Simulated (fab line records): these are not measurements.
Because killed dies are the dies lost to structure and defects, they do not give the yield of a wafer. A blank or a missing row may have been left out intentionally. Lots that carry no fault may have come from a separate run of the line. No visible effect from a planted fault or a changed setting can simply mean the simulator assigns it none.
fab line records || flow nand-harc
record {"lots": 6, "wafers": 18, "last-day": 31}
route steps=1302 shown A_BLC@1130 A_M0@1137 END@1302
lots untouched by any fault: they come from a run of this same line in which no faults occurred
start-h: the number of hours between the record's first day and the start of the first shown wafer of the lot || wait-h: hours since the lot's step before || " the same as in the row above || L1.1+2: one row covering several wafers at once || - either no value or no given start || * or withheld: withheld || < > ~ a bound
route shown NAME@n: names a module that has steps shown in the file, with the first one's number in the route || usual: mean/standard deviation taken from wafers without a fault || same: alike in all rows || chamber/n: place in a boat || sites: the reading at each site || _std_site: their standard deviation || _edge_site: the outer-site mean with the inner-site mean subtracted || radius-mm: how far each site lies from the wafer's centre || mask NAME#n: copy n || behind: the last tool/chamber to shape the wafer || hold: the reason the lot was held/the length of the hold in hours/how it ended || device: which transistor (n, p or np) failed to switch || end of line: at the end of the route, the tests of the same wafers || a step without rows: its recipe alone || killed: the dies lost at the first sort to structure and to defects; this is not the yield of the wafer || map: a wafer's dies, marking killed ones x, the rest . and places with no die _
set.NAME: setting as actually run; set.NAME@STEP: the setting as run at that earlier step || model.NAME: the simulator's own value behind a step, which no gauge read
lots at selected steps of the route; one table per step, one row per wafer
services: when a tool's chamber went out of use (start-h, in hours from the record's first day, below 0 if earlier), for how many hours, and the reason
## steps
# step NHARC_A_BLC_PVD_32
# recipe {"target-thk-a": 50, "chamber-pressure-pa": 5, "power-w": 5000, "substrate-temp-c": 200, "time-s": 17.7, "material": "Ti"}
# usual {"throttle-valve-pct": "30.1/0.97"}
{"lot.wafer": "L920.4", "tool": "pvd-sputter-03", "chamber": "-", "start-h": "-", "wait-h": "-", "throttle-valve-pct": 31.9}
{"lot.wafer": "L920.3", "tool": "pvd-sputter-03", "chamber": "-", "start-h": "-", "wait-h": "-", "throttle-valve-pct": 27.7}
{"lot.wafer": "L920.5", "tool": "pvd-sputter-03", "chamber": "-", "start-h": "-", "wait-h": "-", "throttle-valve-pct": 31.8}
{"lot.wafer": "L921.1", "tool": "pvd-sputter-02", "chamber": "-", "start-h": "-", "wait-h": "-", "throttle-valve-pct": 30.6}
{"lot.wafer": "L921.5", "tool": "pvd-sputter-02", "chamber": "-", "start-h": "-", "wait-h": "-", "throttle-valve-pct": 29.8}
{"lot.wafer": "L921.6", "tool": "pvd-sputter-02", "chamber": "-", "start-h": "-", "wait-h": "-", "throttle-valve-pct": 30.6}
{"lot.wafer": "L926.4", "tool": "pvd-sputter-01", "chamber": "-", "start-h": "-", "wait-h": "-", "throttle-valve-pct": 29.9}
{"lot.wafer": "L926.1", "tool": "pvd-sputter-01", "chamber": "-", "start-h": "-", "wait-h": "-", "throttle-valve-pct": 29.3}
{"lot.wafer": "L926.2", "tool": "pvd-sputter-01", "chamber": "-", "start-h": "-", "wait-h": "-", "throttle-valve-pct": 30.7}
{"lot.wafer": "L927.4", "tool": "pvd-sputter-02", "chamber": "-", "start-h": "-", "wait-h": "-", "throttle-valve-pct": 30.2}
{"lot.wafer": "L927.2", "tool": "pvd-sputter-02", "chamber": "-", "start-h": "-", "wait-h": "-", "throttle-valve-pct": 30.6}
{"lot.wafer": "L927.5", "tool": "pvd-sputter-02", "chamber": "-", "start-h": "-", "wait-h": "-", "throttle-valve-pct": 30.8}
{"lot.wafer": "L937.4", "tool": "pvd-sputter-01", "chamber": "-", "start-h": "-", "wait-h": "-", "throttle-valve-pct": 28.7}
{"lot.wafer": "L937.1", "tool": "pvd-sputter-01", "chamber": "-", "start-h": "-", "wait-h": "-", "throttle-valve-pct": 31.1}
{"lot.wafer": "L937.5", "tool": "pvd-sputter-01", "chamber": "-", "start-h": "-", "wait-h": "-", "throttle-valve-pct": 28.8}
{"lot.wafer": "L938.3", "tool": "pvd-sputter-03", "chamber": "-", "start-h": "-", "wait-h": "-", "throttle-valve-pct": 29.5}
{"lot.wafer": "L938.4", "tool": "pvd-sputter-03", "chamber": "-", "start-h": "-", "wait-h": "-", "throttle-valve-pct": 30.7}
{"lot.wafer": "L938.2", "tool": "pvd-sputter-03", "chamber": "-", "start-h": "-", "wait-h": "-", "throttle-valve-pct": 28.4}
# step NHARC_A_BLC_ALD_23
# recipe {"target-thk-a": 30, "pulse-time-s": 1, "ald-cycles": 150, "temp-c": 450, "material": "TiN"}
# usual {"heater-power-w": "1078/89", "precursor-pulse-height-rel": "0.999/0.018"}
# same {"pulse-time-s": 1}
{"lot.wafer": "L920.4", "tool": "ald-metal-03", "chamber": 3, "start-h": 530.70, "wait-h": "-", "heater-power-w": 1009, "precursor-pulse-height-rel": 0.962}
{"lot.wafer": "L920.3", "tool": "ald-metal-03", "chamber": 0, "start-h": 530.70, "wait-h": "-", "heater-power-w": 1021, "precursor-pulse-height-rel": 0.969}
{"lot.wafer": "L920.5", "tool": "ald-metal-03", "chamber": 3, "start-h": 530.70, "wait-h": "-", "heater-power-w": 977, "precursor-pulse-height-rel": 0.976}
{"lot.wafer": "L921.1", "tool": "ald-metal-03", "chamber": 2, "start-h": 532.56, "wait-h": "-", "heater-power-w": 1084, "precursor-pulse-height-rel": 1.002}
{"lot.wafer": "L921.6", "tool": "ald-metal-03", "chamber": 1, "start-h": 532.56, "wait-h": "-", "heater-power-w": 940, "precursor-pulse-height-rel": 1.012}
{"lot.wafer": "L921.5", "tool": "ald-metal-03", "chamber": 2, "start-h": 532.56, "wait-h": "-", "heater-power-w": 1087, "precursor-pulse-height-rel": 1.019}
{"lot.wafer": "L926.2", "tool": "ald-metal-01", "chamber": 2, "start-h": 576.50, "wait-h": "-", "heater-power-w": 1260, "precursor-pulse-height-rel": 1.010}
{"lot.wafer": "L926.4", "tool": "ald-metal-01", "chamber": 3, "start-h": 576.50, "wait-h": "-", "heater-power-w": 1156, "precursor-pulse-height-rel": 0.999}
{"lot.wafer": "L926.1", "tool": "ald-metal-01", "chamber": 0, "start-h": 576.50, "wait-h": "-", "heater-power-w": 1065, "precursor-pulse-height-rel": 0.987}
{"lot.wafer": "L927.2", "tool": "ald-metal-03", "chamber": 0, "start-h": 579.68, "wait-h": "-", "heater-power-w": 1063, "precursor-pulse-height-rel": 0.975}
{"lot.wafer": "L927.4", "tool": "ald-metal-03", "chamber": 1, "start-h": 579.68, "wait-h": "-", "heater-power-w": 956, "precursor-pulse-height-rel": 0.993}
{"lot.wafer": "L927.5", "tool": "ald-metal-03", "chamber": 3, "start-h": 579.68, "wait-h": "-", "heater-power-w": 959, "precursor-pulse-height-rel": 1.014}
{"lot.wafer": "L937.1", "tool": "ald-metal-01", "chamber": 1, "start-h": 699.76, "wait-h": "-", "heater-power-w": 1175, "precursor-pulse-height-rel": 0.993}
{"lot.wafer": "L937.4", "tool": "ald-metal-01", "chamber": 2, "start-h": 699.76, "wait-h": "-", "heater-power-w": 1260, "precursor-pulse-height-rel": 0.996}
{"lot.wafer": "L937.5", "tool": "ald-metal-01", "chamber": 1, "start-h": 699.76, "wait-h": "-", "heater-power-w": 1126, "precursor-pulse-height-rel": 0.975}
{"lot.wafer": "L938.2", "tool": "ald-metal-03", "chamber": 0, "start-h": 704.61, "wait-h": "-", "heater-power-w": 1071, "precursor-pulse-height-rel": 0.983}
{"lot.wafer": "L938.3", "tool": "ald-metal-03", "chamber": 1, "start-h": 704.61, "wait-h": "-", "heater-power-w": 926, "precursor-pulse-height-rel": 1.004}
{"lot.wafer": "L938.4", "tool": "ald-metal-03", "chamber": 2, "start-h": 704.61, "wait-h": "-", "heater-power-w": 1066, "precursor-pulse-height-rel": 1.036}
# step NHARC_A_BLC_CVD_24
# recipe {"target-thk-a": 1500, "temp-c": 300, "pressure-torr": 40, "wf6-flow-sccm": 40, "h2-flow-sccm": 1600, "ar-flow-sccm": 1560, "time-s": 434, "material": "W"}
# usual {"heater-power-w": "486/27", "throttle-valve-pct": "8.01/0.29"}
{"lot.wafer": "L920.3", "tool": "cvd-w-02", "chamber": 0, "start-h": "-", "wait-h": "-", "heater-power-w": 493, "throttle-valve-pct": 8.13}
{"lot.wafer": "L920.4", "tool": "cvd-w-02", "chamber": 1, "start-h": "-", "wait-h": "-", "heater-power-w": 517, "throttle-valve-pct": 8.22}
{"lot.wafer": "L920.5", "tool": "cvd-w-02", "chamber": 0, "start-h": "-", "wait-h": "-", "heater-power-w": 496, "throttle-valve-pct": 7.97}
{"lot.wafer": "L921.1", "tool": "cvd-w-02", "chamber": 0, "start-h": "-", "wait-h": "-", "heater-power-w": 490, "throttle-valve-pct": 8.32}
{"lot.wafer": "L921.5", "tool": "cvd-w-02", "chamber": 0, "start-h": "-", "wait-h": "-", "heater-power-w": 504, "throttle-valve-pct": 8.03}
{"lot.wafer": "L921.6", "tool": "cvd-w-02", "chamber": 1, "start-h": "-", "wait-h": "-", "heater-power-w": 501, "throttle-valve-pct": 7.96}
{"lot.wafer": "L926.2", "tool": "cvd-w-02", "chamber": 1, "start-h": "-", "wait-h": "-", "heater-power-w": 511, "throttle-valve-pct": 7.70}
{"lot.wafer": "L926.1", "tool": "cvd-w-02", "chamber": 0, "start-h": "-", "wait-h": "-", "heater-power-w": 487, "throttle-valve-pct": 8.01}
{"lot.wafer": "L926.4", "tool": "cvd-w-02", "chamber": 0, "start-h": "-", "wait-h": "-", "heater-power-w": 502, "throttle-valve-pct": 8.14}
{"lot.wafer": "L927.2", "tool": "cvd-w-02", "chamber": 1, "start-h": "-", "wait-h": "-", "heater-power-w": 514, "throttle-valve-pct": 7.93}
{"lot.wafer": "L927.4", "tool": "cvd-w-02", "chamber": 1, "start-h": "-", "wait-h": "-", "heater-power-w": 518, "throttle-valve-pct": 7.97}
{"lot.wafer": "L927.5", "tool": "cvd-w-02", "chamber": 1, "start-h": "-", "wait-h": "-", "heater-power-w": 514, "throttle-valve-pct": 7.91}
{"lot.wafer": "L937.1", "tool": "cvd-w-01", "chamber": 1, "start-h": "-", "wait-h": "-", "heater-power-w": 514, "throttle-valve-pct": 8.70}
{"lot.wafer": "L937.4", "tool": "cvd-w-01", "chamber": 0, "start-h": "-", "wait-h": "-", "heater-power-w": 458, "throttle-valve-pct": 8.07}
{"lot.wafer": "L937.5", "tool": "cvd-w-01", "chamber": 0, "start-h": "-", "wait-h": "-", "heater-power-w": 457, "throttle-valve-pct": 7.58}
{"lot.wafer": "L938.2", "tool": "cvd-w-02", "chamber": 1, "start-h": "-", "wait-h": "-", "heater-power-w": 511, "throttle-valve-pct": 7.42}
{"lot.wafer": "L938.3", "tool": "cvd-w-02", "chamber": 1, "start-h": "-", "wait-h": "-", "heater-power-w": 499, "throttle-valve-pct": 7.91}
{"lot.wafer": "L938.4", "tool": "cvd-w-02", "chamber": 0, "start-h": "-", "wait-h": "-", "heater-power-w": 478, "throttle-valve-pct": 8.08}
# step NHARC_A_BLC_CMP_25
# recipe {"t-overpolish-s": 30, "target-thk-nm": 150}
# usual {"motor-current-A": "12.2/1.3", "overpolish-run-s": "30.000/0.0094", "time-to-endpoint-s": "30.3/2.4"}
{"lot.wafer": "L920.4", "tool": "cmp-03", "chamber": 0, "start-h": 531.45, "wait-h": 0.3, "motor-current-A": 13.9, "overpolish-run-s": 29.983, "time-to-endpoint-s": 31.6}
{"lot.wafer": "L920.3", "tool": "cmp-03", "chamber": 3, "start-h": 531.45, "wait-h": 0.3, "motor-current-A": 13.6, "overpolish-run-s": 30.006, "time-to-endpoint-s": 29.5}
{"lot.wafer": "L920.5", "tool": "cmp-03", "chamber": 0, "start-h": 531.45, "wait-h": 0.3, "motor-current-A": 13.9, "overpolish-run-s": 30.007, "time-to-endpoint-s": 31.2}
{"lot.wafer": "L921.1", "tool": "cmp-02", "chamber": 3, "start-h": 533.27, "wait-h": 0.5, "motor-current-A": 10.6, "overpolish-run-s": 30.000, "time-to-endpoint-s": 29.3}
{"lot.wafer": "L921.6", "tool": "cmp-02", "chamber": 3, "start-h": 533.27, "wait-h": 0.5, "motor-current-A": 10.0, "overpolish-run-s": 30.016, "time-to-endpoint-s": 30.8}
{"lot.wafer": "L921.5", "tool": "cmp-02", "chamber": 0, "start-h": 533.27, "wait-h": 0.5, "motor-current-A": 13.5, "overpolish-run-s": 29.996, "time-to-endpoint-s": 29.4}
{"lot.wafer": "L926.2", "tool": "cmp-02", "chamber": 2, "start-h": 577.21, "wait-h": 0.5, "motor-current-A": 13.2, "overpolish-run-s": 30.004, "time-to-endpoint-s": 29.7}
{"lot.wafer": "L926.4", "tool": "cmp-02", "chamber": 3, "start-h": 577.21, "wait-h": 0.5, "motor-current-A": 10.2, "overpolish-run-s": 30.005, "time-to-endpoint-s": 34.7}
{"lot.wafer": "L926.1", "tool": "cmp-02", "chamber": 1, "start-h": 577.21, "wait-h": 0.5, "motor-current-A": 12.7, "overpolish-run-s": 30.002, "time-to-endpoint-s": 27.5}
{"lot.wafer": "L927.4", "tool": "cmp-03", "chamber": 0, "start-h": 580.42, "wait-h": 0.3, "motor-current-A": 12.6, "overpolish-run-s": 29.988, "time-to-endpoint-s": 28.8}
{"lot.wafer": "L927.2", "tool": "cmp-03", "chamber": 1, "start-h": 580.42, "wait-h": 0.3, "motor-current-A": 9.6, "overpolish-run-s": 29.992, "time-to-endpoint-s": 30.0}
{"lot.wafer": "L927.5", "tool": "cmp-03", "chamber": 3, "start-h": 580.42, "wait-h": 0.3, "motor-current-A": 13.7, "overpolish-run-s": 30.005, "time-to-endpoint-s": 31.0}
{"lot.wafer": "L937.4", "tool": "cmp-02", "chamber": 0, "start-h": 700.46, "wait-h": 0.2, "motor-current-A": 13.3, "overpolish-run-s": 30.000, "time-to-endpoint-s": 31.2}
{"lot.wafer": "L937.1", "tool": "cmp-02", "chamber": 1, "start-h": 700.46, "wait-h": 0.2, "motor-current-A": 12.8, "overpolish-run-s": 29.980, "time-to-endpoint-s": 27.8}
{"lot.wafer": "L937.5", "tool": "cmp-02", "chamber": 1, "start-h": 700.46, "wait-h": 0.2, "motor-current-A": 12.3, "overpolish-run-s": 29.996, "time-to-endpoint-s": 26.2}
{"lot.wafer": "L938.4", "tool": "cmp-01", "chamber": 0, "start-h": 705.32, "wait-h": 0.2, "motor-current-A": 13.0, "overpolish-run-s": 29.995, "time-to-endpoint-s": 27.9}
{"lot.wafer": "L938.3", "tool": "cmp-01", "chamber": 1, "start-h": 705.32, "wait-h": 0.2, "motor-current-A": 12.0, "overpolish-run-s": 29.991, "time-to-endpoint-s": 31.3}
{"lot.wafer": "L938.2", "tool": "cmp-01", "chamber": 2, "start-h": 705.32, "wait-h": 0.2, "motor-current-A": 11.5, "overpolish-run-s": 29.992, "time-to-endpoint-s": 32.0}
# step NHARC_A_BLC_SRD_27
# step NHARC_A_BLC_INSPECT_28
# usual {"raw-defect-count": "492/140"}
{"lot.wafer": "L920.3", "tool": "defect-inspect-02", "chamber": "-", "start-h": 531.85, "wait-h": 0.1, "raw-defect-count": 438}
{"lot.wafer": "L920.4", "tool": "defect-inspect-02", "chamber": "-", "start-h": 531.85, "wait-h": 0.1, "raw-defect-count": 581}
{"lot.wafer": "L920.5", "tool": "defect-inspect-02", "chamber": "-", "start-h": 531.85, "wait-h": 0.1, "raw-defect-count": 596}
{"lot.wafer": "L921.1", "tool": "defect-inspect-01", "chamber": "-", "start-h": 533.67, "wait-h": 0.1, "raw-defect-count": 241}
{"lot.wafer": "L921.5", "tool": "defect-inspect-01", "chamber": "-", "start-h": 533.67, "wait-h": 0.1, "raw-defect-count": 355}
{"lot.wafer": "L921.6", "tool": "defect-inspect-01", "chamber": "-", "start-h": 533.67, "wait-h": 0.1, "raw-defect-count": 247}
{"lot.wafer": "L926.1", "tool": "defect-inspect-01", "chamber": "-", "start-h": 577.61, "wait-h": 0.1, "raw-defect-count": 418}
{"lot.wafer": "L926.2", "tool": "defect-inspect-01", "chamber": "-", "start-h": 577.61, "wait-h": 0.1, "raw-defect-count": 596}
{"lot.wafer": "L926.4", "tool": "defect-inspect-01", "chamber": "-", "start-h": 577.61, "wait-h": 0.1, "raw-defect-count": 497}
{"lot.wafer": "L927.2", "tool": "defect-inspect-02", "chamber": "-", "start-h": 580.78, "wait-h": 0.1, "raw-defect-count": 578}
{"lot.wafer": "L927.4", "tool": "defect-inspect-02", "chamber": "-", "start-h": 580.78, "wait-h": 0.1, "raw-defect-count": 641}
{"lot.wafer": "L927.5", "tool": "defect-inspect-02", "chamber": "-", "start-h": 580.78, "wait-h": 0.1, "raw-defect-count": 782}
{"lot.wafer": "L937.1", "tool": "defect-inspect-01", "chamber": "-", "start-h": 700.87, "wait-h": 0.1, "raw-defect-count": 528}
{"lot.wafer": "L937.4", "tool": "defect-inspect-01", "chamber": "-", "start-h": 700.87, "wait-h": 0.1, "raw-defect-count": 547}
{"lot.wafer": "L937.5", "tool": "defect-inspect-01", "chamber": "-", "start-h": 700.87, "wait-h": 0.1, "raw-defect-count": 578}
{"lot.wafer": "L938.2", "tool": "defect-inspect-01", "chamber": "-", "start-h": 705.72, "wait-h": 0.1, "raw-defect-count": 437}
{"lot.wafer": "L938.3", "tool": "defect-inspect-01", "chamber": "-", "start-h": 705.72, "wait-h": 0.1, "raw-defect-count": 433}
{"lot.wafer": "L938.4", "tool": "defect-inspect-01", "chamber": "-", "start-h": 705.72, "wait-h": 0.1, "raw-defect-count": 502}
# step NHARC_A_M0_DEP_00
# recipe {"target-thk-a": 1500, "target-thk-nm": 150, "temp-c": "withheld", "pressure-torr": 5, "flow-sccm": 200, "rf-w": 600, "material": "SiOC"}
# step NHARC_A_M0_DEHYDRATE_01
# recipe {"temp-c": 150, "time-s": 120}
# step NHARC_A_M0_HMDS_02
# recipe {"time-s": 30}
# step NHARC_A_M0_COAT_33
# recipe {"temp-c": 200, "time-s": 65}
# step NHARC_A_M0_COAT_03
# recipe {"spin-rpm": 1500, "resist-thk-nm": 90}
# step NHARC_A_M0_SOFTBAKE_04
# recipe {"temp-c": 105, "time-s": 55}
# usual {"heater-power-total-W": "188.44/0.13"}
{"lot.wafer": "L920.3", "tool": "litho-track-01", "chamber": 0, "start-h": 532, "wait-h": "-", "heater-power-total-W": 188.32}
{"lot.wafer": "L920.4", "tool": "litho-track-01", "chamber": 0, "start-h": 532, "wait-h": "-", "heater-power-total-W": 188.41}
{"lot.wafer": "L920.5", "tool": "litho-track-01", "chamber": 0, "start-h": 532, "wait-h": "-", "heater-power-total-W": 188.68}
{"lot.wafer": "L921.1", "tool": "litho-track-04", "chamber": 0, "start-h": 534, "wait-h": "-", "heater-power-total-W": 188.50}
{"lot.wafer": "L921.5", "tool": "litho-track-04", "chamber": 0, "start-h": 534, "wait-h": "-", "heater-power-total-W": 188.31}
{"lot.wafer": "L921.6", "tool": "litho-track-04", "chamber": 0, "start-h": 534, "wait-h": "-", "heater-power-total-W": 188.46}
{"lot.wafer": "L926.1", "tool": "litho-track-01", "chamber": 0, "start-h": 578, "wait-h": "-", "heater-power-total-W": 188.46}
{"lot.wafer": "L926.2", "tool": "litho-track-01", "chamber": 0, "start-h": 578, "wait-h": "-", "heater-power-total-W": 188.56}
{"lot.wafer": "L926.4", "tool": "litho-track-01", "chamber": 0, "start-h": 578, "wait-h": "-", "heater-power-total-W": 188.39}
{"lot.wafer": "L927.2", "tool": "litho-track-06", "chamber": 0, "start-h": 581, "wait-h": "-", "heater-power-total-W": 188.31}
{"lot.wafer": "L927.4", "tool": "litho-track-06", "chamber": 0, "start-h": 581, "wait-h": "-", "heater-power-total-W": 188.31}
{"lot.wafer": "L927.5", "tool": "litho-track-06", "chamber": 0, "start-h": 581, "wait-h": "-", "heater-power-total-W": 188.31}
{"lot.wafer": "L937.1", "tool": "litho-track-01", "chamber": 0, "start-h": 701, "wait-h": "-", "heater-power-total-W": 174.85}
{"lot.wafer": "L937.4", "tool": "litho-track-01", "chamber": 0, "start-h": 701, "wait-h": "-", "heater-power-total-W": 175.15}
{"lot.wafer": "L937.5", "tool": "litho-track-01", "chamber": 0, "start-h": 701, "wait-h": "-", "heater-power-total-W": 175.00}
{"lot.wafer": "L938.2", "tool": "litho-track-01", "chamber": 0, "start-h": 706, "wait-h": "-", "heater-power-total-W": 174.95}
{"lot.wafer": "L938.3", "tool": "litho-track-01", "chamber": 0, "start-h": 706, "wait-h": "-", "heater-power-total-W": 174.89}
{"lot.wafer": "L938.4", "tool": "litho-track-01", "chamber": 0, "start-h": 706, "wait-h": "-", "heater-power-total-W": 174.85}
# step NHARC_A_M0_EBR_05
# step NHARC_END_SORT_01
# recipe {"temp-c": 25}
# usual {"defect-limited-yield": "91.1/2.9", "killed-at-array": "55/20", "killed-at-other": "0.7/0.96", "killed-at-periphery": "4.1/2.4", "killed-dies": "60/20", "killed-open": "3.3/1.9", "killed-short": "2.8/1.6"}
# same {"gross-dies": 677}
{"lot.wafer": "L920.3", "tool": "prober-01", "chamber": 0, "start-h": 577.29, "wait-h": 3.1, "defect-limited-yield[%]": 89.4, "killed-at-array": 65, "killed-at-other": 0, "killed-at-periphery": 7, "killed-dies": 72, "killed-open": 2, "killed-short": 2}
{"lot.wafer": "L920.4", "tool": "prober-01", "chamber": 0, "start-h": 578.11, "wait-h": 3.4, "defect-limited-yield[%]": 90.8, "killed-at-array": 55, "killed-at-other": 0, "killed-at-periphery": 7, "killed-dies": 62, "killed-open": 2, "killed-short": 0}
{"lot.wafer": "L920.5", "tool": "prober-01", "chamber": 0, "start-h": 578.92, "wait-h": 3.7, "defect-limited-yield[%]": 89.5, "killed-at-array": 65, "killed-at-other": 0, "killed-at-periphery": 6, "killed-dies": 71, "killed-open": 8, "killed-short": 2}
# killed by level:class
L920.3 A_CHANNEL_HOLE_D1:chamber-film-flake=28 A_CHANNEL_HOLE_D2:chamber-film-flake=22 A_STAIRCASE:chamber-film-flake=4 A_BONDPAD:chamber-film-flake=4 P_GATE:chamber-film-flake=3 P_M1:chamber-film-flake=3 A_WL_FILL:chamber-film-flake=2 P_CONTACT:geometric-particle:open=1
L920.4 A_CHANNEL_HOLE_D2:chamber-film-flake=27 A_CHANNEL_HOLE_D1:chamber-film-flake=18 A_BONDPAD:chamber-film-flake=6 P_GATE:chamber-film-flake=3 P_M1:chamber-film-flake=3 A_CONTACT:chamber-film-flake=3 P_M1:geometric-particle:open=1 A_CHANNEL_FILL_D1:geometric-particle:open=1
L920.5 A_CHANNEL_HOLE_D1:chamber-film-flake=26 A_CHANNEL_HOLE_D2:chamber-film-flake=21 A_M0:geometric-particle:open=4 P_M1:chamber-film-flake=4 A_STAIRCASE:chamber-film-flake=3 P_GATE:chamber-film-flake=2 A_CONTACT:chamber-film-flake=2 A_CHANNEL_FILL_D1:geometric-particle:short=1
## services
{"tool": "cvd-w-02", "chamber": "-", "start-h": 507.24, "hours": 1.3, "kind": "repair"}
{"tool": "cmp-03", "chamber": "-", "start-h": 521.84, "hours": 0.3, "kind": "repair"}
{"tool": "ald-metal-01", "chamber": "-", "start-h": 526.00, "hours": 10.0, "kind": "pm"}
{"tool": "cmp-02", "chamber": "-", "start-h": 526.65, "hours": 4.0, "kind": "pm"}
{"tool": "pvd-sputter-01", "chamber": "-", "start-h": 530.60, "hours": 2.3, "kind": "repair"}
{"tool": "pvd-sputter-03", "chamber": "-", "start-h": 531.37, "hours": 10.0, "kind": "pm"}
{"tool": "pvd-sputter-01", "chamber": "-", "start-h": 535.65, "hours": 0.8, "kind": "repair"}
{"tool": "ald-metal-01", "chamber": "-", "start-h": 561.44, "hours": 0.7, "kind": "repair"}
{"tool": "ald-metal-03", "chamber": "-", "start-h": 568.00, "hours": 10.0, "kind": "pm"}
{"tool": "pvd-sputter-01", "chamber": "-", "start-h": 582.00, "hours": 10.0, "kind": "pm"}
{"tool": "cmp-03", "chamber": "-", "start-h": 593.61, "hours": 4.0, "kind": "pm"}
{"tool": "cmp-02", "chamber": "-", "start-h": 598.75, "hours": 1.3, "kind": "repair"}
{"tool": "cmp-02", "chamber": "-", "start-h": 605.18, "hours": 6.7, "kind": "repair"}
{"tool": "pvd-sputter-01", "chamber": "-", "start-h": 606.46, "hours": 3.1, "kind": "repair"}
{"tool": "ald-metal-01", "chamber": 3, "start-h": 609.51, "hours": 7.7, "kind": "repair"}
{"tool": "cmp-02", "chamber": "-", "start-h": 624.65, "hours": 4.0, "kind": "pm"}
{"tool": "cvd-w-02", "chamber": "-", "start-h": 631.00, "hours": 13.0, "kind": "pm"}
{"tool": "cmp-02", "chamber": "-", "start-h": 631.01, "hours": 2.0, "kind": "repair"}
{"tool": "cvd-w-02", "chamber": 0, "start-h": 662.82, "hours": 2.4, "kind": "repair"}
{"tool": "litho-track-01", "chamber": "-", "start-h": 680.00, "hours": 7.0, "kind": "pm"}
{"tool": "cvd-w-02", "chamber": 0, "start-h": 686.00, "hours": 13.9, "kind": "repair"}
{"tool": "cmp-02", "chamber": "-", "start-h": 698.77, "hours": 1.4, "kind": "repair"}
{"tool": "cvd-w-02", "chamber": "-", "start-h": 702.91, "hours": 1.0, "kind": "repair"}
{"tool": "cmp-02", "chamber": "-", "start-h": 703.45, "hours": 0.4, "kind": "repair"}
## key
first-sign {"step": "NHARC_A_M0_SOFTBAKE_04", "reading": "heater-power-total-W", "direction": "down", "sigmas": "99+", "usual": "*", "struck": "*"}
effect none on later readings
met-at NHARC_A_M0_SOFTBAKE_04
struck-wafers L937.1,L937.4,L937.5,L938.2,L938.3,L938.4
onset-between 578 701
fault {"kind": "process-parameter-drift", "tool": "litho-track-01", "chamber": "-", "onset-h": 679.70, "steps": "NHARC_A_M0_SOFTBAKE_04", "channel": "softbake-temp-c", "offset": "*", "shape": "step", "end-h": 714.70, "acts-in": "*", "stated": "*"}
